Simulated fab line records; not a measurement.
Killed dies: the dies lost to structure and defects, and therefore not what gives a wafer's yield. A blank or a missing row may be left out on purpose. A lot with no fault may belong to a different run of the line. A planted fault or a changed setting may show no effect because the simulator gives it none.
A lot that was struck, set against a sound lot	flow nand_harc	23 out of 1159 route steps
Sound: the wafers L118.3, L118.4, L118.5. Struck: wafers L105.2, L105.4, L105.5. The cause comes at the end.
For every step that has rows: the tool of each side, followed by ch and its chambers, followed by its first start. Under that, the readings that differ: sound wafers	struck wafers	difference of the means	sigmas: that difference in standard deviations of wafers without a fault.
alike: words and numbers the same on both sides, and readings whose means are apart by under 2 such deviations; not compared: readings that were withheld, readings missing a value for some wafer, numbers with overlapping values and no deviation given by the record, and bounds like >300 which may hide the same value.
A row with sigmas, a row that says differs or no value, or rows on one side alone: a step with any of these is where the two part. Numbers that don't overlap but have no deviation are shown without sigmas and don't part them. Lack of a reading on every wafer of one side parts them only where that side has two or more wafers.

first, 12 steps without rows for these wafers: NHARC_P_GATE_PRECLEAN_71 (cleans in SC1); NHARC_P_GATE_SRD_72; NHARC_P_GATE_OXIDE_16 (material SiO2, target thk 3 nm, ox time 392 s); NHARC_P_GATE_CVD_17 (deposits poly-Si, target thk 150 nm, time 900 s); NHARC_P_GATE_HM_DEP_102 (deposits aC, target thk 120 nm); NHARC_P_GATE_DEP_103 (deposits SiON, target thk 30 nm); NHARC_P_GATE_DEHYDRATE_18 (time 120 s); NHARC_P_GATE_HMDS_19 (time 30 s); NHARC_P_GATE_COAT_20 (resist thk 90 nm); NHARC_P_GATE_SOFTBAKE_21 (time 55 s); NHARC_P_GATE_EBR_22; NHARC_P_GATE_EXPOSE_23 (exposes mask P GATE, target cd 120 nm).
NHARC_P_GATE_PEB_24: peb time 65 s.
  sound on litho_track-06 ch 0, day 8 20:04; struck on litho_track-06 ch 0, day 5 13:05
reading	sound	struck	difference	sigmas
heater_power_total_W (W)	156.0 156.7 155.9	231.8 230.4 231.6	+75.1	+99 or more
then, 1 step without rows for these wafers: NHARC_P_GATE_DEVELOP_25 (develop time 35 s).
NHARC_P_GATE_CD_MEAS_26 targets a cd of 120 nm.
  sound on cd_sem-02 ch 0, day 8 20:09; struck on cd_sem-02 ch 0, day 5 13:10
reading	sound	struck	difference	sigmas
cd_nm (nm)	120.8 119.7 119.5	147.1 147.3 148.3	+27.6	+42
NHARC_P_GATE_DESCUM_31: chemistry O2, time 3 s.
  sound on rie_diel-04 ch 0,1, day 8 20:22; struck on rie_diel-04 ch 2,3, day 5 13:25
reading	sound	struck	difference	sigmas
oes_product_au (a.u.)	1.009 1.010 0.988	1.030 1.026 1.033	+0.027	+2
model.P_GATE.cd_nm (nm)	120.6 120 119.7	147.6 148 148.6	+28.0	
  alike: drypump_motor_current_A, rf_vpp_V, showerhead_plenum_p_Torr, throttle_valve_pct
  not compared: rf_hours_counter_h
then, 4 steps without rows for these wafers: NHARC_P_GATE_ETCH_104 (etches the open film in CF4/CHF3, target depth 60 nm); NHARC_P_GATE_HM_OPEN_105 (chemistry O2/COS, target depth 360 nm); NHARC_P_GATE_STRIP_106 (strips in O2/COS); NHARC_P_GATE_ETCH_114 (etches the open film in CF4/O2, target depth 30 nm, overetch 3 nm, time 16.5 s).
NHARC_P_GATE_ETCH_32: etches the open film in HBr/Cl2, target depth 150 nm, time 100.1 s.
  sound on rie_si-02 ch 0,1,3, day 8 20:53; struck on rie_si-02 ch 0,2, day 5 13:57
reading	sound	struck	difference	sigmas
model.P_GATE.cd_nm (nm)	125.2 122.2 122.4	145.9 151.9 149.8	+25.9	
  alike: bias_w, drypump_motor_current_A, oes_product_au, throttle_valve_pct
  not compared: rf_hours_counter_h
then, 1 step without rows for these wafers: NHARC_P_GATE_STRIP_108 (strips in O2).
-- jump in the record: it breaks off in module P_GATE and resumes in module END (first step shown: number 1159 of the route), and 15 days separate the struck wafers' starts before and after --
NHARC_END_SORT_01:
  only the struck wafers appear in the record here, on prober-02 ch 0 at day 20 06:21; the sound ones have no rows

== WHERE THEY PART ==
Earliest at NHARC_P_GATE_PEB_24; latest, in this record, at NHARC_END_SORT_01.

WHY: what had been put in by the simulator
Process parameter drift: litho_track-06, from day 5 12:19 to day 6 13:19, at NHARC_P_GATE_PEB_24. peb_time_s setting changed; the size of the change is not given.
